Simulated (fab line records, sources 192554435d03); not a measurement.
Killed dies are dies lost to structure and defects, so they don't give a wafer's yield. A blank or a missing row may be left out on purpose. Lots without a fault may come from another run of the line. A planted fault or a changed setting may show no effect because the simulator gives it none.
Split-lot experiment | flow n5_finfet | 7 lots, 21 wafers read, on a route of 1938 steps

THE SPLIT
At N5_BEOL_M14_TRENCH_ETCH_34 (etches SiO2 in C4F8/O2/Ar, target depth 556.65 nm, time 126.9 s), the setting time_s was moved away from the recipe's 126.9 s on 3 of the 21 wafers read, by -20.7% to +6.5%. The other wafers ran this setting at the recipe's value.

FROM THE SPLIT TO THE READING: what the file shows between them, 7 steps
- N5_BEOL_M14_STRIP_70: strips in C4F8/O2/Ar
- N5_BEOL_M14_STRIP_37: strips in O2
- N5_BEOL_M14_ETCH_38: etches SiCN in CF4/N2, target depth 106.5 nm, time 120.6 s
- N5_BEOL_M14_PRECLEAN_39: cleans in residue remover, time 60 s
- N5_BEOL_M14_SRD_40: time 30 s, dry time 30 s
- N5_BEOL_M14_PRE_CLEAN_52: time 15 s
- N5_BEOL_M14_DEP_53: deposits SiCN from 3MS/NH3, target thk 50 nm, time 17.8 s

THE READING
M14_RS, in ohm/sq, at N5_BEOL_M14_RS_MEAS_54 (measures by four-point-probe). Fault-free wafers of this fab line usually give 0.0327 ohm/sq, standard deviation 0.00089 ohm/sq.

wafer  | tool, chamber at the split | time_s as run, s | against the recipe | M14_RS, ohm/sq | against lot-mates on the recipe
L077.2 | rie_diel-03, 0,3,2         | 126.9            | recipe             | 0.0334         | -
L077.3 | rie_diel-03, 0,3,2         | 126.9            | recipe             | 0.0312         | -
L077.4 | rie_diel-03, 0,3,2         | 126.9            | recipe             | 0.0337         | -
L084.1 | rie_diel-03, 2,1           | 126.9            | recipe             | 0.0341         | -
L084.2 | rie_diel-03, 0             | 135.2            | +6.5%              | 0.0315         | -0.0020
L084.4 | rie_diel-03, 2,1           | 126.9            | recipe             | 0.0330         | -
L086.2 | rie_diel-01, 2,3           | 100.6            | -20.7%             | 0.0408         | +0.0085
L086.4 | rie_diel-01, 2,3           | 100.6            | -20.7%             | 0.0411         | +0.0088
L086.6 | rie_diel-01, 3             | 126.9            | recipe             | 0.0323         | -
L087.1 | rie_diel-01, 0,2,1         | 126.9            | recipe             | 0.0327         | -
L087.2 | rie_diel-01, 0,2,1         | 126.9            | recipe             | 0.0320         | -
L087.6 | rie_diel-01, 0,2,1         | 126.9            | recipe             | 0.0328         | -
L093.4 | rie_diel-03, 0,1,2         | 126.9            | recipe             | 0.0334         | -
L093.5 | rie_diel-03, 0,1,2         | 126.9            | recipe             | 0.0326         | -
L093.6 | rie_diel-03, 0,1,2         | 126.9            | recipe             | 0.0336         | -
L096.2 | rie_diel-06, 0,3,1         | 126.9            | recipe             | 0.0342         | -
L096.4 | rie_diel-06, 0,3,1         | 126.9            | recipe             | 0.0319         | -
L096.6 | rie_diel-06, 0,3,1         | 126.9            | recipe             | 0.0328         | -
L097.1 | rie_diel-03, 1,3,2         | 126.9            | recipe             | 0.0327         | -
L097.3 | rie_diel-03, 1,3,2         | 126.9            | recipe             | 0.0311         | -
L097.4 | rie_diel-03, 1,3,2         | 126.9            | recipe             | 0.0345         | -
Where a row lists several chambers, the file gives one row for several wafers and doesn't say which wafer went through which chamber.

THE FIT
A straight line over all 21 wafers: M14_RS changes by -0.000378 ohm/sq for each +1% of time_s; r = -0.94; the points scatter about the line by 0.00095 ohm/sq.
The same after taking each lot's own level away (the mean of its wafers on the recipe; 21 wafers): -0.000411 ohm/sq for each +1%; r = -0.95; scatter 0.00086 ohm/sq.
On that fit, the largest move of time_s shifts the reading by 0.0085 ohm/sq.
The lots' own levels span 0.03230 to 0.03355 ohm/sq, that is 1.4 times the standard deviation above.
So the lot-to-lot level changes the slope little: the two slopes agree.
Check: with one of the wafers moved furthest among these (-20.7%) left out of the fit, the line predicts +0.00861 ohm/sq for it against its lot-mates. It came out at +0.0085 ohm/sq against them.

THE FILE'S OWN FIT
M14_RS changes by -0.000407 ohm/sq for each +1% of time_s, r = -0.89.
